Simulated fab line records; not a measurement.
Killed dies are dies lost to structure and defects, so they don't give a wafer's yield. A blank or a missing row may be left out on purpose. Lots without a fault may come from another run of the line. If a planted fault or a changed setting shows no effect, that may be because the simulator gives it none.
Chamber matching || flow n5-finfet || N5_BEOL_M1_DEP_57 on pecvd-04 has 3 sister chambers
The step deposits SiCN from 3MS/NH3, target thk 8 nm, time 14 s. 6 wafers are shown with their chamber, then 9 later ones without.

## WAFERS, EACH WITH ITS CHAMBER
{"wafer": "L077.4", "chamber": 1, "throttle-valve-pct (%)": 9.3, "showerhead-plenum-p-Torr (Torr)": 3.658}
{"wafer": "L084.6", "chamber": 1, "throttle-valve-pct (%)": 9.1, "showerhead-plenum-p-Torr (Torr)": 3.653}
{"wafer": "L085.3", "chamber": 0, "throttle-valve-pct (%)": 9.2, "showerhead-plenum-p-Torr (Torr)": 3.670}
{"wafer": "L086.1", "chamber": 2, "throttle-valve-pct (%)": 8.1, "showerhead-plenum-p-Torr (Torr)": 3.662}
{"wafer": "L086.3", "chamber": 0, "throttle-valve-pct (%)": 9.4, "showerhead-plenum-p-Torr (Torr)": 3.658}
{"wafer": "L086.6", "chamber": 2, "throttle-valve-pct (%)": 8.0, "showerhead-plenum-p-Torr (Torr)": 3.667}

## WAFERS WHOSE CHAMBER IS MISSING
{"wafer": "L091.2", "throttle-valve-pct (%)": 9.2, "showerhead-plenum-p-Torr (Torr)": 3.655}
{"wafer": "L091.3", "throttle-valve-pct (%)": 8.3, "showerhead-plenum-p-Torr (Torr)": 3.674}
{"wafer": "L091.5", "throttle-valve-pct (%)": 9.1, "showerhead-plenum-p-Torr (Torr)": 3.662}
{"wafer": "L092.1", "throttle-valve-pct (%)": 9.3, "showerhead-plenum-p-Torr (Torr)": 3.657}
{"wafer": "L092.2", "throttle-valve-pct (%)": 9.2, "showerhead-plenum-p-Torr (Torr)": 3.666}
{"wafer": "L092.5", "throttle-valve-pct (%)": 9.5, "showerhead-plenum-p-Torr (Torr)": 3.655}
{"wafer": "L094.2", "throttle-valve-pct (%)": 8.3, "showerhead-plenum-p-Torr (Torr)": 3.666}
{"wafer": "L094.3", "throttle-valve-pct (%)": 9.1, "showerhead-plenum-p-Torr (Torr)": 3.655}
{"wafer": "L094.6", "throttle-valve-pct (%)": 9.4, "showerhead-plenum-p-Torr (Torr)": 3.666}

## EACH ONE'S CHAMBER
{"wafer": "L091.2", "from the rows above": "can't be placed: 1 or 0", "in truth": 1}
{"wafer": "L091.3", "from the rows above": 2, "in truth": 2}
{"wafer": "L091.5", "from the rows above": "can't be placed: 1 or 0", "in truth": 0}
{"wafer": "L092.1", "from the rows above": "can't be placed: 1 or 0", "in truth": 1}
{"wafer": "L092.2", "from the rows above": "can't be placed: 0 or 1", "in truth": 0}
{"wafer": "L092.5", "from the rows above": "can't be placed: 0 or 1", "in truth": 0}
{"wafer": "L094.2", "from the rows above": 2, "in truth": 2}
{"wafer": "L094.3", "from the rows above": "can't be placed: 1 or 0", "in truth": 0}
{"wafer": "L094.6", "from the rows above": "can't be placed: 0 or 1", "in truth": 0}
Correct placement for 2 of the 9. These rows do not allow placing 7 (true chamber among the candidates in 7). 0 placed wrongly.
How it was worked out, from the rows above alone: a wafer's distance from a chamber is the root of the sum, over the readings, of the square of ((its reading less the chamber's mean) divided by the reading's scatter). The wafer belongs to the nearest chamber; if the next one is less than 2 further off, it can't be placed. A chamber's mean is the mean of its shown wafers. The scatter: take each reading less its chamber's mean, square it, sum over the shown wafers, divide by the number of wafers less the number of chambers, and take the root.
